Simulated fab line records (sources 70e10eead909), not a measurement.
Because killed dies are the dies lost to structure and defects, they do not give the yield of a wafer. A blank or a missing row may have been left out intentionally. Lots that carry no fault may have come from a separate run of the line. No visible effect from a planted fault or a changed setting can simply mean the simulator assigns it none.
Matching of chambers || flow nand_harc || NHARC_P_CONTACT_DEP_30 on pecvd-04 has 3 sister chambers
The step deposits SiNx, target thk 30 nm. 6 wafers are shown with their chamber, then 10 later ones without.

## WAFERS WITH THEIR CHAMBER
{"wafer": "L083.1", "chamber": 2, "heater_power_w (W)": 718}
{"wafer": "L085.1", "chamber": 1, "heater_power_w (W)": 788}
{"wafer": "L085.3", "chamber": 0, "heater_power_w (W)": 733}
{"wafer": "L085.6", "chamber": 1, "heater_power_w (W)": 818}
{"wafer": "L086.3", "chamber": 2, "heater_power_w (W)": 817}
{"wafer": "L086.5", "chamber": 0, "heater_power_w (W)": 805}

## WAFERS WITHOUT THEIR CHAMBER
{"wafer": "L086.6", "heater_power_w (W)": 840}
{"wafer": "L095.2", "heater_power_w (W)": 831}
{"wafer": "L095.5", "heater_power_w (W)": 845}
{"wafer": "L095.6", "heater_power_w (W)": 690}
{"wafer": "L097.1", "heater_power_w (W)": 742}
{"wafer": "L097.2", "heater_power_w (W)": 762}
{"wafer": "L097.5", "heater_power_w (W)": 747}
{"wafer": "L096.1", "heater_power_w (W)": 836}
{"wafer": "L096.5", "heater_power_w (W)": 681}
{"wafer": "L096.6", "heater_power_w (W)": 710}

## WHICH CHAMBER EACH ONE RAN IN
{"wafer": "L086.6", "from the rows above": "can't be placed: 1 or 0 or 2", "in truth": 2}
{"wafer": "L095.2", "from the rows above": "can't be placed: 1 or 0 or 2", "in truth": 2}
{"wafer": "L095.5", "from the rows above": "can't be placed: 1 or 0 or 2", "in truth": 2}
{"wafer": "L095.6", "from the rows above": "can't be placed: 2 or 0 or 1", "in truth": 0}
{"wafer": "L097.1", "from the rows above": "can't be placed: 2 or 0 or 1", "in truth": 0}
{"wafer": "L097.2", "from the rows above": "can't be placed: 2 or 0 or 1", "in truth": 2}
{"wafer": "L097.5", "from the rows above": "can't be placed: 2 or 0 or 1", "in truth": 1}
{"wafer": "L096.1", "from the rows above": "can't be placed: 1 or 0 or 2", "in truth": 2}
{"wafer": "L096.5", "from the rows above": "can't be placed: 2 or 0 or 1", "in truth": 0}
{"wafer": "L096.6", "from the rows above": "can't be placed: 2 or 0 or 1", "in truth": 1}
0 of 10 placed correctly. These rows do not allow placing 10 (true chamber among the candidates in 10). Number placed wrongly: 0.
How it was worked out, from the rows above alone: a wafer's distance from a chamber is the root of the sum, over the readings, of the square of ((its reading less the chamber's mean) divided by the reading's scatter). If the next closest chamber is less than 2 further off than the closest, the wafer can't be placed; otherwise it belongs to the closest. Each chamber's mean is taken over the wafers shown for it. How the scatter is found: for the shown wafers, subtract from each reading the mean of its chamber, square and add these, divide the total by (wafers less chambers), then take the root.
